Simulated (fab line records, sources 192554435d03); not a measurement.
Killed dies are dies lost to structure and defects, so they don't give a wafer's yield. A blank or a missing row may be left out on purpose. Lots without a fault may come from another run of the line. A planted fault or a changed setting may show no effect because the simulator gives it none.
A struck lot beside a sound one | flow n5_finfet | 15 steps out of a route of 1938
Sound: wafers L574.1, L574.4, L574.6. Struck: wafers L587.3, L587.4, L587.5. The cause comes at the end.
At each step with rows: each side's tool, then ch and its chambers, then its first start. Under that, the readings that differ: sound wafers | struck wafers | difference of the means | sigmas: that difference in standard deviations of wafers without a fault.
alike: readings whose means differ by less than 2 such deviations, and words and numbers that are the same on both sides. not compared: withheld readings, readings that some wafer has no value for, bounds like >300 that may hide the same value, and numbers for which the record gives no deviation and whose values overlap.
The two part at a step that has a row with sigmas, a row that says differs or no value, or rows on one side only. Numbers that don't overlap but have no deviation are shown without sigmas and don't part them. A reading that every wafer of one side lacks parts them only if that side has two wafers or more.

first, 1 step without rows for these wafers: N5_BEOL_M11_DEVELOP_10 (develop time 30 s).
N5_BEOL_M11_CD_MEAS_11: target cd 64.1 nm.
  sound on cd_sem-01 ch 0, day 10 11:10; struck on cd_sem-03 ch 0, day 13 14:46
  alike: cd_nm
N5_BEOL_M11_OVL_MEAS_12:
  sound on overlay-02 ch 0, day 10 11:11; struck on overlay-02 ch 0, day 13 14:48
  reading      | sound        | struck         | difference | sigmas
  M11_OVL (nm) | -0.1 0.8 0.2 | -0.9 -1.6 -1.9 | -1.8       | -2
N5_BEOL_M11_INSPECT_13: inspects for defects (brightfield).
  sound on defect_inspect-01, day 10 11:13; struck on defect_inspect-01, day 13 14:49
  alike: raw_defect_count
N5_BEOL_M11_DESCUM_16: chemistry O2, time 7.9 s.
  sound on rie_diel-05 ch 0,1, day 10 11:15; struck on rie_diel-06 ch 1,2,3, day 13 14:52
  alike: drypump_motor_current_A, oes_product_au, rf_fwd_power_W, rf_vpp_V, showerhead_plenum_p_Torr, throttle_valve_pct
  not compared: rf_hours_counter_h
N5_BEOL_M11_ETCH_61: etches SiARC in CF4, target depth 39 nm, time 65 s.
  sound on rie_diel-05 ch 0,1, day 10 11:17; struck on rie_diel-06 ch 1,2,3, day 13 14:53
  reading               | sound          | struck         | difference | sigmas
  etch_rf_on_time_s (s) | 66.0 65.9 65.4 | 63.2 64.0 64.2 | -2.0       | -2
  alike: bias_w, drypump_motor_current_A, oes_product_au, rf_fwd_power_W, rf_vpp_V, showerhead_plenum_p_Torr, throttle_valve_pct
  not compared: rf_hours_counter_h
N5_BEOL_M11_ETCH_62: etches SOC in N2/H2, target depth 110 nm, overetch 22 nm, time 165 s.
  sound on rie_diel-05 ch 0,1, day 10 11:20; struck on rie_diel-06 ch 1,2,3, day 13 14:56
  alike: bias_w, drypump_motor_current_A, oes_product_au, rf_fwd_power_W, rf_vpp_V, showerhead_plenum_p_Torr, throttle_valve_pct
  not compared: rf_hours_counter_h
then, 1 step without rows for these wafers: N5_BEOL_M11_STRIP_68 (strips in N2/H2).
N5_BEOL_M11_STRIP_67: strips in CF4.
  sound on rie_diel-05 ch 0,1, day 10 11:29; struck on rie_diel-06 ch 1,2,3, day 13 15:05
  alike: drypump_motor_current_A, oes_product_au, rf_vpp_V, showerhead_plenum_p_Torr, throttle_valve_pct
  not compared: rf_hours_counter_h
N5_BEOL_M11_HM_OPEN_17: chemistry Cl2/BCl3, target TiN, target depth 20 nm, overetch 6 nm.
  sound on rie_metal-02 ch 0, day 10 11:31; struck on rie_metal-01 ch 0,1, day 13 15:10
  alike: bias_w, drypump_motor_current_A, oes_ar_750_au, oes_product_au, rf_fwd_power_W, throttle_valve_pct
  not compared: rf_hours_counter_h
then, 1 step without rows for these wafers: N5_BEOL_M11_STRIP_19 (strips in O2).
N5_BEOL_M11_CD_MEAS_18: pitch 140 nm, target cd 70 nm.
  sound on cd_sem-01, day 10 11:47; struck on cd_sem-01, day 13 15:19
  reading    | sound          | struck         | difference | sigmas
  cd_nm (nm) | 70.3 69.8 68.9 | 70.5 70.5 70.6 | +0.9       | +2
N5_BEOL_M11_COAT_63: time 60 s, resist thk 100 nm.
  sound on litho_track-05 ch 0, day 10 11:56; struck on litho_track-04 ch 0, day 13 18:47
  reading                  | sound                | struck               | difference | sigmas
  heater_power_total_W (W) | 499.5 497.9 500.2    | 836.1 833.3 833.8    | +335.2     | +99 or more
  plate_temp_C (C)         | 249.67 250.13 249.98 | 266.63 266.40 266.62 | +16.62     | +92
  alike: dispense_pressure_kPa
then, 1 step without rows for these wafers: N5_BEOL_M11_COAT_64 (time 60 s, resist thk 30 nm).
N5_PASSIVATION_PROBE_49:
  the record has rows for the sound wafers here (prober-01, day 12 06:15) and none for the struck ones

WHERE THEY PART
First at N5_BEOL_M11_OVL_MEAS_12; last, within this record, at N5_PASSIVATION_PROBE_49.

WHY: what the simulator had put in
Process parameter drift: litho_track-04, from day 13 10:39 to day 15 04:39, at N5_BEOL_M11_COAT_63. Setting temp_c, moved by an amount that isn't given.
